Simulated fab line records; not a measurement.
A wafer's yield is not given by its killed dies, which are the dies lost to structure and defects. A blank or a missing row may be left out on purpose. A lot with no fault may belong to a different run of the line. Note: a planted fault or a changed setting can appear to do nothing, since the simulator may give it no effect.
The tool behind it: which one? + flow nand-harc + Sampling: 14 lots, 42 wafers, 4 of 1159 route steps

== WHAT THE GAUGES SHOWED, per wafer ==
No reading from a measuring or inspecting step in the record can be judged against a usual standard deviation.

== TOOL THAT RAN EACH LOT (tool first, then ch and the chambers of the sampled wafers, then the start) ==
| lot  | NHARC_P_STI_DESCUM_14             | NHARC_P_GATE_DEP_103           | NHARC_P_GATE_ETCH_114             | NHARC_P_GATE_STRIP_75               |
|------|-----------------------------------|--------------------------------|-----------------------------------|-------------------------------------|
| L744 | rie-diel-10 ch 0,1,2, day 2 22:38 | pecvd-03 ch 1,2, day 4 21:50   | rie-diel-07 ch 0,1,3, day 4 22:00 | plasma-asher-02 ch 0,1, day 5 11:15 |
| L745 | rie-diel-05 ch 0,2,3, day 2 22:47 | pecvd-02 ch 0,1,2, day 4 23:10 | rie-diel-07 ch 0,1,2, day 5 00:00 | plasma-asher-02 ch 0,1, day 5 18:49 |
| L747 | rie-diel-03 ch 0,1,2, day 3 08:07 | pecvd-04 ch 0,1, day 5 12:53   | rie-diel-07 ch 1,2, day 5 14:00   | plasma-asher-02 ch 0,1, day 6 02:10 |
| L746 | rie-diel-05 ch 1,2,3, day 3 08:17 | pecvd-03 ch 1,2, day 5 13:12   | rie-diel-08 ch 0,3, day 5 14:00   | plasma-asher-01 ch 0,1, day 6 02:54 |
| L748 | rie-diel-10 ch 0,3, day 3 18:25   | pecvd-04 ch 0,2, day 5 19:39   | rie-diel-01 ch 1,2, day 5 20:00   | plasma-asher-01 ch 0,1, day 6 09:10 |
| L749 | rie-diel-03 ch 0,3, day 3 22:54   | pecvd-02 ch 0,1, day 6 05:14   | rie-diel-01 ch 1,2,3, day 6 06:00 | plasma-asher-02 ch 0,1, day 6 18:38 |
| L751 | rie-diel-03 ch 0,2,3, day 4 15:43 | pecvd-02 ch 1,2, day 6 20:48   | rie-diel-08 ch 0,2, day 6 22:00   | plasma-asher-01 ch 0,1, day 7 10:40 |
| L752 | rie-diel-10 ch 1,3, day 4 15:52   | pecvd-02 ch 1,2, day 6 20:30   | rie-diel-08 ch 1,2, day 6 21:00   | plasma-asher-02 ch 0,1, day 7 10:12 |
| L753 | rie-diel-03 ch 1,2, day 5 01:50   | pecvd-04 ch 0,1,2, day 7 15:06 | rie-diel-07 ch 2,3, day 7 16:00   | plasma-asher-02 ch 0,1, day 8 04:36 |
| L755 | rie-diel-10 ch 0,1,3, day 5 16:25 | pecvd-03 ch 0,1,2, day 7 20:04 | rie-diel-08 ch 0,1, day 7 21:00   | plasma-asher-02 ch 0,1, day 8 09:35 |
| L756 | rie-diel-05 ch 1,2,3, day 5 16:35 | pecvd-04 ch 0,1,2, day 7 20:43 | rie-diel-07 ch 0,1,3, day 7 21:00 | plasma-asher-01 ch 0,1, day 8 11:07 |
| L757 | rie-diel-03 ch 1,3, day 6 08:59   | pecvd-03 ch 0,1, day 8 14:44   | rie-diel-07 ch 0,2, day 8 16:00   | plasma-asher-02 ch 0,1, day 9 04:34 |
| L763 | rie-diel-10 ch 0,2,3, day 7 14:06 | pecvd-02 ch 1,2, day 9 18:58   | rie-diel-08 ch 0,1, day 9 20:00   | plasma-asher-01 ch 0, day 10 08:16  |
| L764 | rie-diel-05 ch 1,2, day 7 17:20   | pecvd-03 ch 0,2, day 9 18:19   | rie-diel-01 ch 1,2, day 9 19:00   | plasma-asher-02 ch 0, day 10 07:48  |
- NHARC_P_STI_DESCUM_14: chemistry O2, time 3 s.
- NHARC_P_GATE_DEP_103: deposits SiON, target thk 30 nm.
- NHARC_P_GATE_ETCH_114: etches the open film in CF4/O2, target depth 30 nm, overetch 3 nm, time 16.5 s.
- NHARC_P_GATE_STRIP_75: strips in O2.

== AS READ BY THE TOOLS THEMSELVES (means over the sampled wafers that have a number; for cases with no such wafer, the mark the record gives instead) ==
NHARC_P_STI_DESCUM_14. Usual: drypump-motor-current-A 5.7 A, standard deviation 0.35; oes-product-au 0.997 a.u., standard deviation 0.01; rf-vpp-V 57.8 V, standard deviation 0.92; showerhead-plenum-p-Torr 1.93 Torr, standard deviation 0.066; throttle-valve-pct 11.310 %, standard deviation 0.0088.
| lot  | tool        | drypump-motor-current-A (A) | oes-product-au (a.u.) | rf-vpp-V (V) | showerhead-plenum-p-Torr (Torr) | throttle-valve-pct (%) | flag |
|------|-------------|-----------------------------|-----------------------|--------------|---------------------------------|------------------------|------|
| L744 | rie-diel-10 | 5.6                         | 1.002                 | 57.3         | 1.94                            | 11.310                 |      |
| L745 | rie-diel-05 | 5.8                         | 0.993                 | 57.8         | 1.91                            | 11.309                 |      |
| L747 | rie-diel-03 | 5.8                         | 0.981                 | 58.9         | 1.91                            | 11.310                 |      |
| L746 | rie-diel-05 | 6.1                         | 0.990                 | 58.2         | 1.88                            | 11.317                 |      |
| L748 | rie-diel-10 | 5.6                         | 1.005                 | 58.0         | 1.95                            | 11.302                 |      |
| L749 | rie-diel-03 | 5.2                         | 0.988                 | 56.8         | 2.01                            | 11.309                 |      |
| L751 | rie-diel-03 | 5.5                         | 0.997                 | 57.2         | 1.97                            | 11.315                 |      |
| L752 | rie-diel-10 | 5.6                         | 1.009                 | 57.8         | 1.96                            | 11.305                 |      |
| L753 | rie-diel-03 | 5.8                         | 1.000                 | 57.3         | 1.92                            | 11.309                 |      |
| L755 | rie-diel-10 | 5.7                         | 1.005                 | 58.1         | 1.94                            | 11.311                 |      |
| L756 | rie-diel-05 | 6.1                         | 0.995                 | 57.8         | 1.88                            | 11.302                 |      |
| L757 | rie-diel-03 | 5.5                         | 0.994                 | 57.7         | 1.95                            | 11.303                 |      |
| L763 | rie-diel-10 | 5.6                         | 1.006                 | 57.7         | 1.95                            | 11.308                 |      |
| L764 | rie-diel-05 | 5.8                         | 0.990                 | 57.6         | 1.84                            | 11.311                 |      |

NHARC_P_GATE_DEP_103. Usual: 792 W for heater-power-w, sd 120.
| lot  | tool     | heater-power-w (W) | flag |
|------|----------|--------------------|------|
| L744 | pecvd-03 | 735                |      |
| L745 | pecvd-02 | 743                |      |
| L747 | pecvd-04 | 772                |      |
| L746 | pecvd-03 | 706                |      |
| L748 | pecvd-04 | 718                |      |
| L749 | pecvd-02 | 751                |      |
| L751 | pecvd-02 | 712                |      |
| L752 | pecvd-02 | 846                |      |
| L753 | pecvd-04 | 815                |      |
| L755 | pecvd-03 | 794                |      |
| L756 | pecvd-04 | 820                |      |
| L757 | pecvd-03 | 903                |      |
| L763 | pecvd-02 | 776                |      |
| L764 | pecvd-03 | 817                |      |

NHARC_P_GATE_ETCH_114. Usual: drypump-motor-current-A 5.7 A, standard deviation 0.46; oes-product-au 0.996 a.u., standard deviation 0.01; rf-vpp-V 198.0 V, standard deviation 1.4; run-length-s 37.8 s, standard deviation 0.38; showerhead-plenum-p-Torr 1.35 Torr, standard deviation 0.058; throttle-valve-pct 13.397 %, standard deviation 0.0089.
| lot  | tool        | drypump-motor-current-A (A) | oes-product-au (a.u.) | rf-vpp-V (V) | run-length-s (s) | showerhead-plenum-p-Torr (Torr) | throttle-valve-pct (%) | flag |
|------|-------------|-----------------------------|-----------------------|--------------|------------------|---------------------------------|------------------------|------|
| L744 | rie-diel-07 | 6.0                         | 0.982                 | 198.3        | 37.8             | 1.37                            | 13.404                 |      |
| L745 | rie-diel-07 | 5.5                         | 0.999                 | 197.4        | 37.7             | 1.33                            | 13.396                 |      |
| L747 | rie-diel-07 | 5.4                         | 0.988                 | 199.2        | 37.4             | 1.38                            | 13.383                 |      |
| L746 | rie-diel-08 | 5.7                         | 0.990                 | 198.2        | 37.7             | 1.38                            | 13.398                 |      |
| L748 | rie-diel-01 | 5.5                         | 0.999                 | 197.6        | 37.7             | 1.34                            | 13.401                 |      |
| L749 | rie-diel-01 | 5.4                         | 1.003                 | 198.8        | 37.8             | 1.35                            | 13.399                 |      |
| L751 | rie-diel-08 | 5.5                         | 1.005                 | 197.2        | 38.0             | 1.34                            | 13.390                 |      |
| L752 | rie-diel-08 | 5.5                         | 0.999                 | 196.3        | 38.0             | 1.27                            | 13.398                 |      |
| L753 | rie-diel-07 | 6.3                         | 0.994                 | 199.1        | 38.1             | 1.37                            | 13.401                 |      |
| L755 | rie-diel-08 | 5.4                         | 0.993                 | 197.7        | 37.5             | 1.35                            | 13.396                 |      |
| L756 | rie-diel-07 | 6.0                         | 0.992                 | 198.1        | 35.5             | 1.37                            | 13.399                 | OFF  |
| L757 | rie-diel-07 | 5.6                         | 0.995                 | 196.1        | 35.4             | 1.28                            | 13.394                 | OFF  |
| L763 | rie-diel-08 | 5.3                         | 1.003                 | 197.9        | 37.5             | 1.33                            | 13.395                 |      |
| L764 | rie-diel-01 | 5.6                         | 1.001                 | 198.2        | 37.6             | 1.34                            | 13.403                 |      |

NHARC_P_GATE_STRIP_75. Usual: drypump-motor-current-A 5.5 A, standard deviation 0.41; heater-power-w 378 W, standard deviation 30.
| lot  | tool            | drypump-motor-current-A (A) | heater-power-w (W) | flag |
|------|-----------------|-----------------------------|--------------------|------|
| L744 | plasma-asher-02 | 5.8                         | 394                |      |
| L745 | plasma-asher-02 | 5.5                         | 403                |      |
| L747 | plasma-asher-02 | 5.8                         | 393                |      |
| L746 | plasma-asher-01 | 5.2                         | 342                |      |
| L748 | plasma-asher-01 | 5.2                         | 351                |      |
| L749 | plasma-asher-02 | 5.8                         | 392                |      |
| L751 | plasma-asher-01 | 5.2                         | 353                |      |
| L752 | plasma-asher-02 | 5.8                         | 391                |      |
| L753 | plasma-asher-02 | 5.5                         | 400                |      |
| L755 | plasma-asher-02 | 5.8                         | 396                |      |
| L756 | plasma-asher-01 | 5.2                         | 366                |      |
| L757 | plasma-asher-02 | 5.8                         | 385                |      |
| L763 | plasma-asher-01 | 5.3                         | 384                |      |
| L764 | plasma-asher-02 | 6.1                         | 366                |      |

== THE ANSWER, worked out from the rows above alone ==
Rule: lot off if the mean of its wafers having a number is beyond 3 standard deviations from the usual mean. A lot without any number at a reading at which 4 lots or more have one is off too. Where the step has rows for the other lots, those lots are counted as sound. After the gauges, taken in route order, come the tools' own readings; for these a lot's mean is taken, as printed above. At the first step where some lot is off, the reading lying furthest off is the one used; lots without a number count as furthest.
Off at NHARC_P_GATE_ETCH_114 (run-length-s): L756, L757.
A tool fits if, at that step or a process step before it, it ran every lot that is off, and no sound lot after the first of them. One candidate fits, namely rie-diel-07 at NHARC_P_GATE_ETCH_114. Its last sound lot is L753 (day 7 16:00), its first lot that is off L756 (day 7 21:00): a fault that began between those two fits.
On the lots that are off, the tool's own readings at NHARC_P_GATE_ETCH_114 differ by more than 5 times the standard deviation of the sound lots' means, which bears it out; run-length-s reads 35.5 s there versus 37.7 s on the sound lots.

== WHAT THE SIMULATOR HAD PUT IN ==
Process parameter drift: rie-diel-07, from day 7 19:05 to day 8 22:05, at NHARC_P_GATE_ETCH_114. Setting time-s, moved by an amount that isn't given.
Shown lots that were struck: L756, L757. The rule above found the same.
